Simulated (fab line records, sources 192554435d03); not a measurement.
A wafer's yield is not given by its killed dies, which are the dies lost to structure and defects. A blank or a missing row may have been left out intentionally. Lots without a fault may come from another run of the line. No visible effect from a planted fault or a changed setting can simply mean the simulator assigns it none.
fab line records -- flow n5-finfet
record: lots: 7, wafers: 18, last-day: 19
route steps=1938 shown BEOL_M7@1290 PASSIVATION@1936
lots that met no fault: taken from a fault-free run of the same line
start-h: hours from the record's opening day to when the first of the lot's shown wafers began -- wait-h: how many hours have passed since the lot's step before this one -- " unchanged from the row above -- L1.1+2: a single row standing in for several wafers -- - value missing, or start not given -- * or withheld: withheld -- < > ~ a bound
route shown NAME@n: NAME is a module with steps in the file, n the number in the route of the first one -- usual: the fault-free wafers' mean and standard deviation -- same: alike in all rows -- chamber/n: place in a boat -- sites: each site's reading -- _std_site: standard deviation across them -- _edge_site: the outer-site mean with the inner-site mean subtracted -- radius-mm: for every site, how far away it sits from the centre of the wafer -- mask NAME#n: copy n -- behind: the last tool/chamber to shape the wafer -- hold: what put the lot on hold/how long, in hours/how the hold closed -- device: the n, p or np transistor that did not switch -- end of line: at the end of the route, the tests of the same wafers -- for a step that has no rows: nothing shown but its recipe -- killed: dies lost to structure and defects at the first sort, not the wafer's yield -- map: the dies of a wafer, with x for killed, . for not killed, _ for no die there
set.NAME: setting as actually run; set.NAME@STEP: the setting as run at that earlier step -- model.NAME: the simulator's own value behind a step, which no gauge read
lots at some steps of the route; a table a step, a row a wafer
services: when a tool's chamber went out of use (start-h, in hours from the record's first day, below 0 if earlier), for how many hours, and the reason
== steps ==
step: N5_BEOL_M7_COAT_22
recipe: resist: CAR-EUV, spin-rpm: 1500, resist-thk-nm: 30
step: N5_BEOL_M7_EBR_24
recipe: solvent: PGMEA, ebr-width-mm: 1.5
step: N5_BEOL_M7_SOFTBAKE_23
recipe: temp-c: 110, time-s: 60, resist: CAR-EUV
step: N5_BEOL_M7_EXPOSE_25
recipe: mask-id: V6, na: 0.33, source-shape: annular, sigma-inner: 0.4, sigma-outer: 0.8, polarization: unpolarized, target-cd-nm: 40, dose-mj: 42.5
step: N5_BEOL_M7_PEB_26
recipe: peb-temp-c: 100, peb-time-s: 60, resist: CAR-EUV
step: N5_BEOL_M7_DEVELOP_27
recipe: develop-time-s: 30, developer: TMAH, resist: CAR-EUV, rinse-liquid: surfactant-rinse, dry: air-spin, dev-temp-c: 23
step: N5_BEOL_M7_CD_MEAS_28
recipe: target-cd-nm: 40, landing-energy-ev: 500, detector: se-inlens
usual: cd-nm: 39.99/0.23
lot.wafer,tool,chamber,start-h,wait-h,cd-nm
L397.1,cd-sem-03,0,261.80,-,40.29
L397.4,cd-sem-03,0,261.80,-,39.97
L397.6,cd-sem-03,0,261.80,-,40.21
L400.2,cd-sem-03,0,270.37,-,40.13
L400.4,cd-sem-03,0,270.37,-,39.65
L400.5,cd-sem-03,0,270.37,-,40.03
L408.2,cd-sem-02,0,331.90,-,40.19
L408.5,cd-sem-02,0,331.90,-,39.40
L406.1,cd-sem-01,0,335.07,-,40.07
L406.2,cd-sem-01,0,335.07,-,39.87
L411.1,cd-sem-02,0,345.23,-,40.03
L411.2,cd-sem-02,0,345.23,-,40.03
L413.1,cd-sem-02,0,360.86,-,39.68
L413.3,cd-sem-02,0,360.86,-,40.00
L413.6,cd-sem-02,0,360.86,-,39.94
L414.1,cd-sem-01,0,365.01,-,40.20
L414.2,cd-sem-01,0,365.01,-,40.02
L414.6,cd-sem-01,0,365.01,-,39.64
step: N5_BEOL_M7_OVL_MEAS_29
recipe: points-per-wafer: 522
usual: V6_OVL: -0.1/0.74
lot.wafer,tool,chamber,start-h,wait-h,V6_OVL[nm]
L397.1,overlay-02,0,261.83,0.0,-0.5
L397.4,overlay-02,0,261.83,0.0,-0.5
L397.6,overlay-02,0,261.83,0.0,0.0
L400.2,overlay-01,0,270.41,0.0,-0.7
L400.4,overlay-01,0,270.41,0.0,0.1
L400.5,overlay-01,0,270.41,0.0,-1.5
L408.2,overlay-01,0,331.94,0.0,-0.6
L408.5,overlay-01,0,331.94,0.0,0.7
L406.1,overlay-02,0,335.10,0.0,0.6
L406.2,overlay-02,0,335.10,0.0,0.7
L411.1,overlay-01,0,345.26,0.0,-0.1
L411.2,overlay-01,0,345.26,0.0,0.8
L413.1,overlay-02,0,360.89,0.0,-0.5
L413.3,overlay-02,0,360.89,0.0,-0.2
L413.6,overlay-02,0,360.89,0.0,-0.7
L414.1,overlay-02,0,365.05,0.0,0.0
L414.2,overlay-02,0,365.05,0.0,-0.3
L414.6,overlay-02,0,365.05,0.0,-1.4
step: N5_BEOL_M7_INSPECT_30
recipe: mode: adi, inspect-instrument: brightfield
usual: raw-defect-count: 455/130
lot.wafer,tool,chamber,start-h,wait-h,raw-defect-count
L397.1,defect-inspect-02,-,261.89,0.1,578
L397.4,defect-inspect-02,-,261.89,0.1,617
L397.6,defect-inspect-02,-,261.89,0.1,428
L400.2,defect-inspect-02,-,270.46,0.0,521
L400.4,defect-inspect-02,-,270.46,0.0,610
L400.5,defect-inspect-02,-,270.46,0.0,660
L408.2,defect-inspect-02,-,331.99,0.0,495
L408.5,defect-inspect-02,-,331.99,0.0,473
L406.1,defect-inspect-01,-,335.16,0.1,468
L406.2,defect-inspect-01,-,335.16,0.1,429
L411.1,defect-inspect-01,-,345.32,0.1,420
L411.2,defect-inspect-01,-,345.32,0.1,474
L413.1,defect-inspect-02,-,360.95,0.1,498
L413.3,defect-inspect-02,-,360.95,0.1,459
L413.6,defect-inspect-02,-,360.95,0.1,552
L414.1,defect-inspect-01,-,365.10,0.1,267
L414.2,defect-inspect-01,-,365.10,0.1,399
L414.6,defect-inspect-01,-,365.10,0.1,362
step: N5_BEOL_M7_DESCUM_33
recipe: chemistry: O2, time-s: 7, source-power-w: 50, bias-power-w: 20, pressure-mtorr: 20, rf-frequency-hz: 2.712e+07, temp-c: 40, resist: CAR-EUV, o2-flow-sccm: 225
usual: drypump-motor-current-A: 5.8/0.37, oes-product-au: 0.81/0.099, rf-vpp-V: 243.5/1.3, showerhead-plenum-p-Torr: 2.12/0.065, throttle-valve-pct: 20.43/0.22
lot.wafer,tool,chamber,start-h,wait-h,drypump-motor-current-A,oes-product-au,rf-hours-counter-h,rf-vpp-V,showerhead-plenum-p-Torr,throttle-valve-pct
L397.1,rie-diel-05,2,261.92,0.0,5.0,0.72,199,241.8,2.00,20.38
L397.4,rie-diel-05,1,261.92,0.0,6.0,0.74,-,243.6,2.08,20.41
L397.6,rie-diel-05,2,261.92,0.0,5.0,0.73,-,241.7,2.00,20.37
L400.2,rie-diel-02,0,270.79,0.3,5.4,0.73,190,243.5,2.16,20.88
L400.4,rie-diel-02,3,270.79,0.3,6.3,0.86,55,245.4,2.22,20.43
L400.5,rie-diel-02,1,270.79,0.3,5.7,0.89,-,242.8,2.12,20.11
L408.2,rie-diel-05,3,332.02,0.0,5.8,0.90,23,243.3,2.14,20.38
L408.5,rie-diel-05,3,332.02,0.0,5.8,0.89,-,242.1,2.14,20.38
L406.1,rie-diel-05,1,335.20,0.0,6.0,0.72,185,243.9,2.07,20.45
L406.2,rie-diel-05,3,335.20,0.0,5.7,0.89,24,243.8,2.14,20.38
L411.1,rie-diel-05,3,345.35,0.0,5.8,0.89,28,243.4,2.14,20.38
L411.2,rie-diel-05,0,345.35,0.0,6.1,0.98,5,242.6,2.14,20.24
L413.1,rie-diel-02,2,361.02,0.1,6.2,0.94,8,241.9,2.05,20.02
L413.3,rie-diel-02,3,361.02,0.1,6.3,0.83,82,244.1,2.21,20.47
L413.6,rie-diel-02,3,361.02,0.1,6.3,0.83,-,243.3,2.21,20.48
L414.1,rie-diel-02,2,365.14,0.0,6.2,0.93,9,242.9,2.05,20.04
L414.2,rie-diel-02,1,365.14,0.0,5.7,0.85,58,242.9,2.11,20.18
L414.6,rie-diel-02,2,365.14,0.0,6.1,0.93,-,242.4,2.05,20.02
step: N5_BEOL_M7_ETCH_72
recipe: chemistry: N2/H2, target: underlayer, target-depth-a: 65, mask-material: CAR-EUV, time-s: 5.2, ion-energy-ev: 200, pressure-mtorr: 30, source-w: 840, bias-w: 150, n2-flow-sccm: 200, h2-flow-sccm: 200, ends: cleared
usual: drypump-motor-current-A: 5.8/0.37, etch-rf-on-time-s: 5.21/0.13, oes-product-au: 0.69/0.084, rf-vpp-V: 524.8/2.5, showerhead-plenum-p-Torr: 2.57/0.08, throttle-valve-pct: 17.85/0.23
lot.wafer,tool,chamber,start-h,wait-h,drypump-motor-current-A,etch-rf-on-time-s,oes-product-au,rf-hours-counter-h,rf-vpp-V,showerhead-plenum-p-Torr,throttle-valve-pct
L397.1,rie-diel-05,2,261.96,0.0,5.0,5.03,0.62,199,521.5,2.40,17.65
L397.4,rie-diel-05,1,261.96,0.0,6.0,5.10,0.65,-,522.8,2.52,17.80
L397.6,rie-diel-05,2,261.96,0.0,5.0,5.05,0.62,-,520.7,2.40,17.68
L400.2,rie-diel-02,0,270.83,0.0,5.5,5.40,0.61,190,526.8,2.63,18.32
L400.4,rie-diel-02,3,270.83,0.0,6.3,5.09,0.74,55,529.4,2.69,17.84
L400.5,rie-diel-02,1,270.83,0.0,5.7,5.21,0.75,-,522.4,2.59,17.66
L408.2,rie-diel-05,3,332.06,0.0,5.7,5.20,0.78,23,524.9,2.58,17.67
L408.5,rie-diel-05,3,332.06,0.0,5.8,5.14,0.76,-,522.8,2.58,17.69
L406.1,rie-diel-05,1,335.23,0.0,6.0,5.25,0.62,185,520.9,2.51,17.82
L406.2,rie-diel-05,3,335.23,0.0,5.8,5.18,0.77,24,526.8,2.58,17.68
L411.1,rie-diel-05,3,345.39,0.0,5.8,5.19,0.76,28,524.1,2.58,17.67
L411.2,rie-diel-05,0,345.39,0.0,6.1,5.32,0.82,5,524.0,2.60,17.75
L413.1,rie-diel-02,2,361.05,0.0,6.2,5.28,0.79,8,522.7,2.51,17.52
L413.3,rie-diel-02,3,361.05,0.0,6.2,5.03,0.72,82,524.2,2.68,17.89
L413.6,rie-diel-02,3,361.05,0.0,6.3,5.02,0.72,-,524.8,2.68,17.90
L414.1,rie-diel-02,2,365.17,0.0,6.2,5.24,0.79,9,521.8,2.51,17.50
L414.2,rie-diel-02,1,365.17,0.0,5.7,5.12,0.72,58,527.6,2.58,17.66
L414.6,rie-diel-02,2,365.17,0.0,6.2,5.27,0.77,-,522.0,2.51,17.49
step: N5_BEOL_M7_ETCH_65
recipe: chemistry: CF4, target: SiARC, target-depth-a: 156, mask-material: CAR-EUV, time-s: 26, ion-energy-ev: 80, pressure-mtorr: 40, source-w: 545, bias-w: 36, Ar_flow_sccm: 100, cf4-flow-sccm: 100, ends: cleared
usual: drypump-motor-current-A: 5.8/0.37, etch-rf-on-time-s: 26.1/0.52, oes-product-au: 0.69/0.084, rf-vpp-V: 184.4/1.1, showerhead-plenum-p-Torr: 2.17/0.059, throttle-valve-pct: 15.63/0.23
lot.wafer,tool,chamber,start-h,wait-h,drypump-motor-current-A,etch-rf-on-time-s,oes-product-au,rf-hours-counter-h,rf-vpp-V,showerhead-plenum-p-Torr,throttle-valve-pct
L397.1,rie-diel-05,2,261.97,0.0,5.0,25.8,0.62,199,181.9,2.05,15.60
L397.4,rie-diel-05,1,261.97,0.0,6.0,26.1,0.63,-,183.5,2.13,15.68
L397.6,rie-diel-05,2,261.97,0.0,5.0,25.9,0.62,-,180.9,2.05,15.59
L400.2,rie-diel-02,0,270.84,0.0,5.5,26.7,0.61,191,185.8,2.21,16.07
L400.4,rie-diel-02,3,270.84,0.0,6.2,25.2,0.74,55,185.6,2.25,15.44
L400.5,rie-diel-02,1,270.84,0.0,5.7,25.7,0.75,-,185.5,2.19,15.41
L408.2,rie-diel-05,3,332.07,0.0,5.8,25.7,0.78,23,185.5,2.18,15.48
L408.5,rie-diel-05,3,332.07,0.0,5.8,25.6,0.77,-,185.7,2.18,15.46
L406.1,rie-diel-05,1,335.25,0.0,6.0,26.3,0.62,185,185.0,2.13,15.73
L406.2,rie-diel-05,3,335.25,0.0,5.8,25.8,0.77,24,184.6,2.18,15.50
L411.1,rie-diel-05,3,345.40,0.0,5.8,25.6,0.77,28,185.4,2.18,15.49
L411.2,rie-diel-05,0,345.40,0.0,6.1,26.2,0.83,5,185.3,2.20,15.45
L413.1,rie-diel-02,2,361.07,0.0,6.2,26.8,0.78,8,184.1,2.11,15.20
L413.3,rie-diel-02,3,361.07,0.0,6.3,25.6,0.71,82,186.6,2.24,15.50
L413.6,rie-diel-02,3,361.07,0.0,6.3,25.1,0.72,-,184.7,2.24,15.49
L414.1,rie-diel-02,2,365.19,0.0,6.2,26.5,0.79,9,183.2,2.11,15.20
L414.2,rie-diel-02,1,365.19,0.0,5.7,25.9,0.71,58,183.3,2.18,15.45
L414.6,rie-diel-02,2,365.19,0.0,6.2,26.3,0.79,-,183.5,2.11,15.20
step: N5_BEOL_M7_ETCH_66
recipe: chemistry: N2/H2, target: SOC, target-depth-a: 800, overetch-a: 160, mask-material: SiARC, temp-c: 40, time-s: 120, ion-energy-ev: 200, pressure-mtorr: 30, source-w: 840, bias-w: 150, n2-flow-sccm: 200, h2-flow-sccm: 200
usual: drypump-motor-current-A: 5.8/0.37, oes-product-au: 0.62/0.073, rf-vpp-V: 524.8/2.4, run-length-s: 143.2/0.32, showerhead-plenum-p-Torr: 2.57/0.08, throttle-valve-pct: 17.81/0.23
lot.wafer,tool,chamber,start-h,wait-h,drypump-motor-current-A,oes-product-au,rf-hours-counter-h,rf-vpp-V,run-length-s,showerhead-plenum-p-Torr,throttle-valve-pct,model.SiARC_of_BEOL_M7_COAT_64.thk-nm,model.BEOL_M7.cd-nm
L397.1,rie-diel-05,2,262.00,0.0,5.0,0.56,199,519.7,143.1,2.40,17.63,6.4,40.6
L397.4,rie-diel-05,1,262.00,0.0,6.1,0.57,-,524.3,143.6,2.53,17.77,6.4,40.2
L397.6,rie-diel-05,2,262.00,0.0,5.0,0.55,-,520.5,143.0,2.40,17.62,6.4,40.4
L400.2,rie-diel-02,0,270.87,0.0,5.5,0.56,191,525.3,143.4,2.63,18.27,6.6,40
L400.4,rie-diel-02,3,270.87,0.0,6.3,0.66,55,530.2,143.6,2.69,17.79,6.4,39.8
L400.5,rie-diel-02,1,270.87,0.0,5.7,0.68,-,526.4,142.6,2.59,17.59,6.2,39.8
L408.2,rie-diel-05,3,332.10,0.0,5.7,0.69,23,525.7,143.3,2.58,17.62,6.4,40.2
L408.5,rie-diel-05,3,332.10,0.0,5.8,0.90,-,525.3,112.5,2.58,17.65,7.8,39.4
L406.1,rie-diel-05,1,335.28,0.0,6.0,0.73,185,522.8,112.5,2.51,17.82,7.8,39.4
L406.2,rie-diel-05,3,335.28,0.0,5.8,0.69,24,526.0,143.0,2.58,17.64,6.2,39.6
L411.1,rie-diel-05,3,345.43,0.0,5.8,0.88,28,524.7,112.4,2.58,17.65,7.8,39.2
L411.2,rie-diel-05,0,345.43,0.0,6.1,0.74,5,525.5,143.0,2.60,17.70,6.6,40
L413.1,rie-diel-02,2,361.10,0.0,6.2,0.71,8,524.2,143.0,2.51,17.45,6.4,40
L413.3,rie-diel-02,3,361.10,0.0,6.3,0.63,82,525.7,143.5,2.68,17.84,6.4,40
L413.6,rie-diel-02,3,361.10,0.0,6.3,0.63,-,526.8,143.0,2.68,17.83,6.4,39.8
L414.1,rie-diel-02,2,365.22,0.0,6.2,0.71,9,523.6,143.6,2.51,17.47,6.4,40.2
L414.2,rie-diel-02,1,365.22,0.0,5.7,0.65,58,524.0,142.6,2.58,17.64,6.2,40
L414.6,rie-diel-02,2,365.22,0.0,6.2,0.72,-,523.1,143.0,2.51,17.48,6.6,40.2
step: N5_BEOL_M7_STRIP_69
recipe: chemistry: N2/H2, temp-c: 40, n2-flow-sccm: 200, h2-flow-sccm: 200, rf-frequency-hz: 6e+07
step: N5_BEOL_M7_STRIP_73
recipe: chemistry: N2/H2, temp-c: 40, n2-flow-sccm: 200, h2-flow-sccm: 200, rf-frequency-hz: 6e+07
step: N5_BEOL_M7_VIA_ETCH_34
recipe: chemistry: C4F6/O2, target: SiCOH_lowk, target-depth-a: 1255, mask-material: SOC, taper-deg: 4, time-s: 50.5, ion-energy-ev: 250, pressure-mtorr: 30, source-w: 345, bias-w: 185, Ar_flow_sccm: 300, C4F6_flow_sccm: 10, O2_flow_sccm: 10
usual: drypump-motor-current-A: 5.8/0.37, oes_o_777_au: 0.80/0.097, oes-product-au: 0.81/0.098, rf-vpp-V: 669/11, run-length-s: 73.7/0.34, showerhead-plenum-p-Torr: 2.88/0.078, throttle-valve-pct: 20.90/0.2
lot.wafer,tool,chamber,start-h,wait-h,drypump-motor-current-A,oes_o_777_au,oes-product-au,rf-hours-counter-h,rf-vpp-V,run-length-s,showerhead-plenum-p-Torr,throttle-valve-pct,model.BEOL_M7.cd-nm
L397.1,rie-diel-05,2,262.10,0.0,5.0,0.75,0.72,199,666,73.8,2.73,20.89,40.4
L397.4,rie-diel-05,1,262.10,0.0,6.0,0.73,0.74,-,686,73.6,2.82,20.87,40
L397.6,rie-diel-05,2,262.10,0.0,5.0,0.76,0.73,-,667,74.0,2.73,20.92,40.6
L400.2,rie-diel-02,0,270.97,0.0,5.4,0.70,0.73,191,671,74.4,2.92,21.29,40
L400.4,rie-diel-02,3,270.97,0.0,6.2,0.89,0.85,55,654,74.1,2.99,20.75,40
L400.5,rie-diel-02,1,270.97,0.0,5.7,0.83,0.89,-,673,73.0,2.92,20.82,40
L408.2,rie-diel-05,3,332.20,0.0,5.8,0.90,0.90,23,675,73.3,2.89,20.79,40.2
L408.5,rie-diel-05,3,332.20,0.0,5.8,0.90,0.90,-,674,73.3,2.89,20.77,39.6
L406.1,rie-diel-05,1,335.38,0.0,6.0,0.72,0.72,185,685,74.1,2.81,20.91,39.6
L406.2,rie-diel-05,3,335.38,0.0,5.8,0.90,0.90,24,675,73.3,2.89,20.76,39.6
L411.1,rie-diel-05,3,345.53,0.0,5.8,0.89,0.88,28,673,73.9,2.89,20.80,39.2
L411.2,rie-diel-05,0,345.53,0.0,6.1,0.97,0.97,5,668,74.2,2.92,20.77,39.8
L413.1,rie-diel-02,2,361.20,0.0,6.2,0.90,0.93,8,668,73.4,2.79,20.44,39.8
L413.3,rie-diel-02,3,361.20,0.0,6.3,0.85,0.83,82,652,74.0,2.98,20.79,39.8
L413.6,rie-diel-02,3,361.20,0.0,6.3,0.85,0.83,-,652,73.5,2.98,20.78,39.8
L414.1,rie-diel-02,2,365.32,0.0,6.2,0.90,0.92,9,668,73.4,2.79,20.44,40.2
L414.2,rie-diel-02,1,365.32,0.0,5.7,0.79,0.84,58,675,73.5,2.91,20.86,39.8
L414.6,rie-diel-02,2,365.32,0.0,6.2,0.91,0.92,-,668,73.6,2.79,20.44,40.2
step: N5_BEOL_M7_STRIP_76
recipe: chemistry: C4F6/O2, resist: SiARC, rf-frequency-hz: 6e+07
step: N5_PASSIVATION_PROBE_49
usual: defect-limited-yield: 91.2/1.4, killed_at_M0_to_M3: 34/9.4, killed_at_M4_up: 14/5.6, killed-at-contacts: 13/7.8, killed-at-front-end: 37/10, killed-at-other: 4/3.3, killed-dies: 103/17, killed-open: 68/13, killed-short: 33/8.2, sort_bin_5_function: 5.1/0.92, sort_bin_6_memory: 3.3/0.71, sort-n-pass: 1077/17, sort-yield-pct: 91.2/1.4
same: gross-dies: 1180, killed-at-back-side: 0, sort_bin_4_leakage[%]: 0, sort_bin_8_speed[%]: 0
lot.wafer,tool,chamber,start-h,wait-h,defect-limited-yield[%],killed_at_M0_to_M3,killed_at_M4_up,killed-at-contacts,killed-at-front-end,killed-at-other,killed-dies,killed-open,killed-short,sort_bin_5_function[%],sort_bin_6_memory[%],sort-n-pass,sort-yield-pct[%]
L411.1,prober-02,-,434.80,0.0,91.9,29,15,11,33,7,95,66,28,4.7,3.2,1085,91.9
L414.1,prober-02,-,452.51,0.0,93.7,27,8,3,32,4,74,41,32,3.6,2.3,1106,93.7
L414.2,prober-02,-,452.56,0.1,91.3,40,14,9,35,5,103,56,42,5.2,2.7,1077,91.3
L414.6,prober-02,-,452.76,0.3,90.7,39,20,10,34,7,110,76,34,5.8,3.3,1070,90.7
killed by level:class
L411.1 MOL_CONTACT_COAG:geometric-particle:open=9 BEOL_M3:geometric-particle:open=9 BEOL_M1:geometric-particle:open=8 BEOL_M4:geometric-particle:open=8 FIN_SAQP:geometric-particle:open=7 FIN_SAQP:geometric-particle:short=6 MIM_TOP_ETCH:geometric-particle:open=5 GATE_CUT:geometric-particle:short=4
L414.1 STI_FIN_REVEAL:geometric-particle:open=7 BEOL_M2:geometric-particle:open=7 FIN_SAQP:geometric-particle:short=6 BEOL_M0_SAQP:geometric-particle:short=5 FIN_SAQP:geometric-particle:open=4 BEOL_M0_SAQP:geometric-particle:open=4 BEOL_M2:geometric-particle:short=4 BEOL_M3:geometric-particle:open=4
L414.2 BEOL_M2:geometric-particle:open=15 BEOL_M0_SAQP:geometric-particle:short=10 BEOL_M4:geometric-particle:open=9 MOL_CONTACT_COAG:geometric-particle:open=8 FIN_SAQP:geometric-particle:short=7 BEOL_M2:geometric-particle:short=7 STI_FIN_REVEAL:geometric-particle:open=5 HKMG_FIN:area-etch=5
L414.6 BEOL_M2:geometric-particle:open=12 BEOL_M4:geometric-particle:open=11 MOL_CONTACT_COAG:geometric-particle:open=9 STI_FIN_REVEAL:geometric-particle:open=8 BEOL_M2:geometric-particle:short=8 BEOL_M3:geometric-particle:open=8 DUMMY_GATE:geometric-particle:open=5 BEOL_M0_SAQP:geometric-particle:short=5
== services ==
tool,chamber,start-h,hours,kind
rie-diel-02,-,263.90,1.7,repair
rie-diel-05,0,306.85,-,clean
rie-diel-05,0,306.85,-,consumable-replace:focus-ring
rie-diel-05,0,306.85,23.4,scheduled-down
rie-diel-05,0,306.85,23.4,vent-cycle
rie-diel-02,2,313.40,-,clean
rie-diel-02,2,313.40,-,consumable-replace:focus-ring
rie-diel-02,2,313.40,18.2,scheduled-down
rie-diel-02,2,313.40,18.2,vent-cycle
== key ==
first-sign: step: N5_BEOL_M7_ETCH_66, reading: run-length-s, direction: down, sigmas: 96, usual: *, struck: *
effect: step: N5_BEOL_M7_ETCH_66, reading: oes-product-au, direction: up, sigmas: 3, usual: 0.62, struck: 0.84
model-effect: step: N5_BEOL_M7_ETCH_66, value: SiARC_of_BEOL_M7_COAT_64.thk-nm, without: 6.4, struck: 7.8
model-effect: step: N5_BEOL_M7_VIA_ETCH_34, value: BEOL_M7.cd-nm, without: 40, struck: 39.47
met-at N5_BEOL_M7_ETCH_66
struck-wafers L406.1,L408.5,L411.1
onset-between 262.00 332.10
fault: kind: process-parameter-drift, tool: rie-diel-05, chamber: -, onset-h: 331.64, steps: N5_BEOL_M7_ETCH_66, channel: time-s, offset: *, shape: step, end-h: 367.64, scope: struck-wafers-only, acts-in: *, stated: *
